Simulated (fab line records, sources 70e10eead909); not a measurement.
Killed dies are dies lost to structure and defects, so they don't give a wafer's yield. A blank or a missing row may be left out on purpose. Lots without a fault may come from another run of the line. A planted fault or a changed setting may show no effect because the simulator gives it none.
Chamber matching | flow nand_harc | NHARC_A_M1_DESCUM_14 on rie_diel-08: 4 sister chambers
The step chemistry O2, time 3 s. 4 wafers are shown with their chamber, then 11 later ones without.

WAFERS WITH THEIR CHAMBER
wafer  | chamber | drypump_motor_current_A (A)
L086.2 | 2       | 5.4
L088.1 | 1       | 6.8
L088.3 | 0       | 6.1
L089.2 | 3       | 5.1

WAFERS WITHOUT THEIR CHAMBER
wafer  | drypump_motor_current_A (A)
L089.4 | 6.8
L089.6 | 5.3
L093.2 | 6.2
L093.3 | 5.2
L093.5 | 6.2
L095.1 | 5.4
L095.4 | 6.2
L095.6 | 5.1
L097.2 | 6.8
L097.4 | 5.2
L097.5 | 5.4

WHICH CHAMBER EACH WENT THROUGH
wafer  | from the rows above     | in truth
L089.4 | 1                       | 1
L089.6 | can't be placed: 2 or 3 | 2
L093.2 | 0                       | 0
L093.3 | can't be placed: 3 or 2 | 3
L093.5 | 0                       | 0
L095.1 | 2                       | 2
L095.4 | 0                       | 0
L095.6 | 3                       | 3
L097.2 | 1                       | 1
L097.4 | can't be placed: 3 or 2 | 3
L097.5 | 2                       | 2
Placed correctly: 8 of 11. Can't be placed from these rows: 3 (the true chamber is among the candidates in 3). Placed wrongly: 0.
How it was worked out, from the rows above alone: a wafer's distance from a chamber is the root of the sum, over the readings, of the square of ((its reading less the chamber's mean) divided by the reading's scatter). The wafer belongs to the nearest chamber; if the next one is less than 2 further off, it can't be placed. A chamber's mean is the mean of its shown wafers. The scatter: with one shown wafer a chamber, the root of the mean of the squares of how far each hidden wafer lies from its nearest shown one.
